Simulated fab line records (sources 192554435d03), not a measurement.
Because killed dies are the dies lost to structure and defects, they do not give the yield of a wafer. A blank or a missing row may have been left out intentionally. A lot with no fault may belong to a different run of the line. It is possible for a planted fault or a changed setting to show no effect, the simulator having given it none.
The tool behind it: which one? + flow n5 finfet + 10 lots, 30 wafers sampled, at 4 steps of a route of 1938

WHAT EACH GAUGE READ, for each wafer
No reading from a measuring or inspecting step in the record can be judged against a usual standard deviation.

TOOL THAT RAN EACH LOT (tool first, then ch and the chambers of the sampled wafers, then the start)
| lot  | N5_BEOL_M9_DESCUM_33               | N5_BEOL_M9_ALD_74                   | N5_BEOL_M9_SURFACE_TREAT_79  | N5_BEOL_M9_SPUTTER_48        |
|------|------------------------------------|-------------------------------------|------------------------------|------------------------------|
| L572 | rie diel-02 ch 0,1, day 10 01:27   | ald metal-04 ch 0,2, day 10 02:46   | pvd sputter-02, day 10 03:06 | pvd sputter-02, day 10 05:07 |
| L573 | rie diel-01 ch 0,1, day 10 20:29   | ald metal-03 ch 1,2,3, day 10 21:52 | pvd sputter-02, day 10 22:13 | pvd sputter-03, day 10 22:37 |
| L577 | rie diel-02 ch 0,1,2, day 11 11:25 | ald metal-04 ch 0,1,3, day 11 12:35 | pvd sputter-01, day 11 12:52 | pvd sputter-03, day 11 13:03 |
| L578 | rie diel-01 ch 0,1, day 11 14:50   | ald metal-04 ch 0,1, day 11 15:56   | pvd sputter-03, day 11 16:21 | pvd sputter-03, day 11 16:43 |
| L584 | rie diel-01 ch 0,1,2, day 13 07:34 | ald metal-03 ch 0,1,3, day 13 09:04 | pvd sputter-01, day 13 09:22 | pvd sputter-01, day 13 09:36 |
| L589 | rie diel-01 ch 1,2,3, day 14 10:10 | ald metal-03 ch 0,2,3, day 14 11:15 | pvd sputter-03, day 14 11:32 | pvd sputter-03, day 14 11:49 |
| L590 | rie diel-03 ch 2,3, day 15 01:51   | ald metal-03 ch 0,1, day 15 03:08   | pvd sputter-01, day 15 03:30 | pvd sputter-01, day 15 03:57 |
| L592 | rie diel-02 ch 1,2,3, day 15 02:06 | ald metal-01 ch 0,1,3, day 15 03:28 | pvd sputter-03, day 15 03:59 | pvd sputter-01, day 15 04:34 |
| L593 | rie diel-03 ch 1,2,3, day 15 02:17 | ald metal-03 ch 0,1,3, day 15 03:39 | pvd sputter-03, day 15 04:10 | pvd sputter-02, day 15 04:57 |
| L595 | rie diel-03 ch 0,2,3, day 16 04:42 | ald metal-03 ch 0,2,3, day 16 06:32 | pvd sputter-03, day 16 07:03 | pvd sputter-01, day 16 07:46 |
- N5_BEOL_M9_DESCUM_33: chemistry O2, time 7 s.
- N5_BEOL_M9_ALD_74: deposits TaN, target thk 2 nm, pulse time 2 s, purge time 3 s.
- N5_BEOL_M9_SURFACE_TREAT_79
- N5_BEOL_M9_SPUTTER_48: material Cu, target thk 12 nm, time 2 s.

WHAT THE TOOLS THEMSELVES READ (means of the sampled wafers that have a number; where no wafer has one, the mark that the record gives instead)
N5_BEOL_M9_DESCUM_33.
| lot  | tool        | drypump motor current A (A) | oes product au (a.u.) | rf vpp V (V) | showerhead plenum p Torr (Torr) | throttle valve pct (%) |
|------|-------------|-----------------------------|-----------------------|--------------|---------------------------------|------------------------|
| L572 | rie diel-02 | 6.1                         | 0.75                  | 242.6        | 2.07                            | 20.46                  |
| L573 | rie diel-01 | 6.2                         | 0.83                  | 242.7        | 2.06                            | 20.60                  |
| L577 | rie diel-02 | 6.4                         | 0.71                  | 242.6        | 2.05                            | 20.53                  |
| L578 | rie diel-01 | 6.2                         | 0.83                  | 242.5        | 2.06                            | 20.60                  |
| L584 | rie diel-01 | 5.9                         | 0.82                  | 242.4        | 2.09                            | 20.62                  |
| L589 | rie diel-01 | 5.9                         | 0.80                  | 243.1        | 2.07                            | 20.60                  |
| L590 | rie diel-03 | 5.8                         | 0.90                  | 243.3        | 2.11                            | 20.32                  |
| L592 | rie diel-02 | 6.0                         | 0.82                  | 243.1        | 2.09                            | 20.45                  |
| L593 | rie diel-03 | 5.9                         | 0.83                  | 242.2        | 2.06                            | 20.31                  |
| L595 | rie diel-03 | 5.8                         | 0.83                  | 244.1        | 2.12                            | 20.40                  |

N5_BEOL_M9_ALD_74.
| lot  | tool         | heater power outer w (W) | heater power w (W) | susceptor temp C (C) |
|------|--------------|--------------------------|--------------------|----------------------|
| L572 | ald metal-04 | 219                      | 405                | 274.96               |
| L573 | ald metal-03 | 230                      | 403                | 274.94               |
| L577 | ald metal-04 | 220                      | 401                | 275.15               |
| L578 | ald metal-04 | 258                      | 467                | 275.05               |
| L584 | ald metal-03 | 237                      | 420                | 274.96               |
| L589 | ald metal-03 | 224                      | 410                | 275.04               |
| L590 | ald metal-03 | 236                      | 425                | 275.07               |
| L592 | ald metal-01 | 243                      | 444                | 275.20               |
| L593 | ald metal-03 | 237                      | 412                | 275.07               |
| L595 | ald metal-03 | 223                      | 407                | 274.77               |

N5_BEOL_M9_SPUTTER_48.
| lot  | tool           | chamber pressure pa (Pa) | chuck sensor temp C (C) | susceptor temp C (C) | throttle valve pct (%) |
|------|----------------|--------------------------|-------------------------|----------------------|------------------------|
| L572 | pvd sputter-02 | 0.13015                  | -16.1                   | -19.92               | 29.4                   |
| L573 | pvd sputter-03 | 0.13012                  | -16.5                   | -20.10               | 30.0                   |
| L577 | pvd sputter-03 | 0.13000                  | -16.5                   | -20.19               | 30.1                   |
| L578 | pvd sputter-03 | 0.13019                  | -16.4                   | -19.89               | 30.2                   |
| L584 | pvd sputter-01 | 0.12992                  | -16.0                   | -20.08               | 29.5                   |
| L589 | pvd sputter-03 | 0.12993                  | -16.6                   | -20.00               | 30.6                   |
| L590 | pvd sputter-01 | 0.12988                  | -15.7                   | -20.00               | 30.0                   |
| L592 | pvd sputter-01 | 0.12992                  | -15.8                   | -19.99               | 29.8                   |
| L593 | pvd sputter-02 | 0.13021                  | -16.0                   | -20.10               | 30.8                   |
| L595 | pvd sputter-01 | 0.13007                  | -16.0                   | -20.07               | 29.5                   |

THE ANSWER, worked out from the rows above alone
Rule: the lots themselves supply what counts as usual. The widest of any qualifying gaps counts: lots, ordered by their means at a reading, are off when they make up no more than a third of the lots, leave a main group of 4 or more, and stand apart from it by 3 or more times the standard deviation of that group's means. Not used: any main group whose means are identical at the precision the tables above print for the reading. A lot without any number at a reading at which 4 lots or more have one is off too. The other lots that the step has rows for count as sound. After the gauges, taken in route order, come the tools' own readings; for these a lot's mean is taken, as printed above. At the first step where some lot is off, the reading lying furthest off is the one used; lots without a number count as furthest.
No lot is off on any of the readings shown, so nothing can be concluded from this.

WHAT THE SIMULATOR HAD PUT IN
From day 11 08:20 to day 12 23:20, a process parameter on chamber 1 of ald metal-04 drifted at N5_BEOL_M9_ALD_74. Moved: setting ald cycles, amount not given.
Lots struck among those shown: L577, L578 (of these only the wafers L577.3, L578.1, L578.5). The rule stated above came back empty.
